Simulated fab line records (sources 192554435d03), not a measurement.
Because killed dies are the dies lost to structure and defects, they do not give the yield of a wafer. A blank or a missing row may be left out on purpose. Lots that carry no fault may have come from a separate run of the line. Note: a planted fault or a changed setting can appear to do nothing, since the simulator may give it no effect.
Comparing a struck lot with a sound one | flow n5-finfet | 28 steps out of a route of 1938
Sound: these wafers, L417.1, L417.4, L417.6. Struck: wafers L426.4, L426.5. At the end, the cause is stated.
Per side, at each step with rows, come the tool, then ch with its chambers, and then its first start. Under that, the readings that differ: sound wafers | struck wafers | difference of the means | sigmas: that difference in standard deviations of wafers without a fault.
alike: readings with means less than 2 such deviations apart, plus words and numbers identical on both sides. not compared: withheld readings, readings lacking a value on some wafer, bounds such as >300 that could conceal the same value, and numbers that have no deviation in the record and whose values overlap.
A row with sigmas, a row that says differs or no value, or rows on one side alone: a step with any of these is where the two part. Non-overlapping numbers with no deviation appear without sigmas and do not part them. A reading that every wafer of one side lacks parts them only if that side has two wafers or more.

first, 9 steps without rows for these wafers: N5_PMOS_HMC_CHANNEL_EPI_HM_DEP_34 (deposits SiO2 from TEOS/O2, target thk 36 nm, time 6.9 s); N5_PMOS_HMC_CHANNEL_EPI_COAT_31 (time 60 s, resist thk 66 nm); N5_PMOS_HMC_CHANNEL_EPI_COAT_03 (resist thk 205 nm); N5_PMOS_HMC_CHANNEL_EPI_EBR_05; N5_PMOS_HMC_CHANNEL_EPI_SOFTBAKE_04 (time 60 s); N5_PMOS_HMC_CHANNEL_EPI_EXPOSE_06 (exposes mask PMOS HMC BLK, target cd 240 nm); N5_PMOS_HMC_CHANNEL_EPI_PEB_07 (peb time 60 s); N5_PMOS_HMC_CHANNEL_EPI_DEVELOP_08 (develop time 30 s); N5_PMOS_HMC_CHANNEL_EPI_DESCUM_14 (chemistry O2, time 7.9 s).
N5_PMOS_HMC_CHANNEL_EPI_ETCH_32: etches BARC in N2/H2, stops on SiO2, target depth 85.8 nm, time 50.3 s.
  sound on rie-diel-01 ch 0,2,3, day 2 05:33; struck on rie-diel-01 ch 1,3, day 4 11:30
  reading                                                         | sound             | struck      | difference | sigmas
  model.CAR-ArF-block_of_PMOS_HMC_CHANNEL_EPI_COAT_03.thk-nm (nm) | 132.7 130 132.4   | 156.7 158.2 | +25.8      |
  model.etch.depth-nm (nm)                                        | 66.06 66.18 66.1  | 54.74 53.55 | -11.97     |
  model.PMOS_HMC_CHANNEL_EPI.cd-nm (nm)                           | 239.2 242.6 240.8 | 238.6 236.6 | -3.3       |
  alike: chamber-pressure-mTorr, drypump-motor-current-A, oes-product-au, rf-vpp-V, showerhead-plenum-p-Torr, throttle-valve-pct
  not compared: rf-hours-counter-h
N5_PMOS_HMC_CHANNEL_EPI_HM_OPEN_15: chemistry CHF3/O2, target SiO2, target depth 40.6 nm, time 20.3 s.
  sound on rie-diel-01 ch 0,2,3, day 2 05:36; struck on rie-diel-01 ch 1,3, day 4 11:33
  reading                                                         | sound           | struck      | difference | sigmas
  model.CAR-ArF-block_of_PMOS_HMC_CHANNEL_EPI_COAT_03.thk-nm (nm) | 92.5 89.96 91.9 | 116.3 117.8 | +25.6      |
  alike: chamber-pressure-mTorr, drypump-motor-current-A, oes-product-au, rf-vpp-V, showerhead-plenum-p-Torr, throttle-valve-pct
  not compared: rf-hours-counter-h
then, 3 steps without rows for these wafers: N5_PMOS_HMC_CHANNEL_EPI_STRIP_33 (strips in N2/H2); N5_PMOS_HMC_CHANNEL_EPI_STRIP_17 (strips in SPM, time 750 s); N5_PMOS_HMC_CHANNEL_EPI_ETCH_38 (etches SiO2 in CF4, target depth 1.5 nm).
N5_PMOS_HMC_CHANNEL_EPI_FIN_RECESS_16: chemistry HBr/Cl2, target Si, target depth 54 nm, time 18 s.
  sound on rie-si-01 ch 0,3, day 2 05:59; struck on rie-si-03 ch 0,2, day 4 11:56
  reading                               | sound             | struck      | difference | sigmas
  model.PMOS_HMC_CHANNEL_EPI.cd-nm (nm) | 239.1 242.7 240.8 | 238.6 236.6 | -3.3       |
  alike: chamber-pressure-mTorr, drypump-motor-current-A, mfc-cl2-sccm, oes-product-au, throttle-valve-pct
  not compared: rf-hours-counter-h
then, 12 steps without rows for these wafers: N5_PMOS_HMC_CHANNEL_EPI_PRECLEAN_36 (cleans in O3/DIW, time 45 s); N5_PMOS_HMC_CHANNEL_EPI_PRECLEAN_18 (cleans in DHF, time 30 s); N5_PMOS_HMC_CHANNEL_EPI_SRD_19 (time 30 s); N5_PMOS_HMC_CHANNEL_EPI_EPI_20 (deposits SiGe30, target thk 59 nm); N5_PMOS_HMC_CHANNEL_EPI_HM_STRIP_35 (strips SiO2 in dHF, material SiO2, target depth 39.6 nm, time 216 s); N5_PMOS_HMC_CHANNEL_EPI_SRD_39 (time 30 s); N5_PMOS_HMC_CHANNEL_EPI_CMP_21 (polishes SiGe30, target thk 54 nm); N5_PMOS_HMC_CHANNEL_EPI_PRECLEAN_40 (cleans in DHF, time 30 s); N5_PMOS_HMC_CHANNEL_EPI_PRECLEAN_37 (cleans in O3/DIW, time 45 s); N5_PMOS_HMC_CHANNEL_EPI_PRECLEAN_24 (cleans in DHF, time 30 s); N5_PMOS_HMC_CHANNEL_EPI_SRD_25 (time 30 s); N5_PMOS_HMC_CHANNEL_EPI_EPI_26 (deposits Si from SiH4/H2, target thk 3.8 nm, time 22.7 s).
-- a jump in the record: the struck wafers' starts before and after are 11 days apart (it breaks off in module PMOS_HMC_CHANNEL_EPI and resumes in module PASSIVATION, where the first step shown is number 1936 of the route) --
N5_PASSIVATION_PROBE_49:
  sound on prober-02 at day 13 02:13; struck on prober-02 at day 15 09:14
  reading                  | sound          | struck    | difference | sigmas
  defect-limited-yield (%) | 90.0 90.3 90.8 | 6.2 1.3   | -86.6      | -58
  killed-at-front-end      | 55 42 36       | 1050 1101 | +1031      | +79
  killed-dies              | 118 114 108    | 1107 1165 | +1023      | +57
  killed-on-rim            | 16 9 15        | 138 152   | +132       | +31
  sort_bin_5_function (%)  | 6.4 5.3 5.0    | 90.8 95.6 | +87.6      | +88
  sort-n-pass              | 1062 1066 1072 | 73 15     | -1023      | -57
  sort-yield-pct (%)       | 90.0 90.3 90.8 | 6.2 1.3   | -86.6      | -58
  alike: killed_at_M0_to_M3, killed_at_M4_up, killed-at-contacts, killed-at-other, killed-open, killed-short, sort_bin_6_memory

== WHERE THEY PART ==
Within this record, at N5_PASSIVATION_PROBE_49 only.

WHY: whatever the simulator had introduced
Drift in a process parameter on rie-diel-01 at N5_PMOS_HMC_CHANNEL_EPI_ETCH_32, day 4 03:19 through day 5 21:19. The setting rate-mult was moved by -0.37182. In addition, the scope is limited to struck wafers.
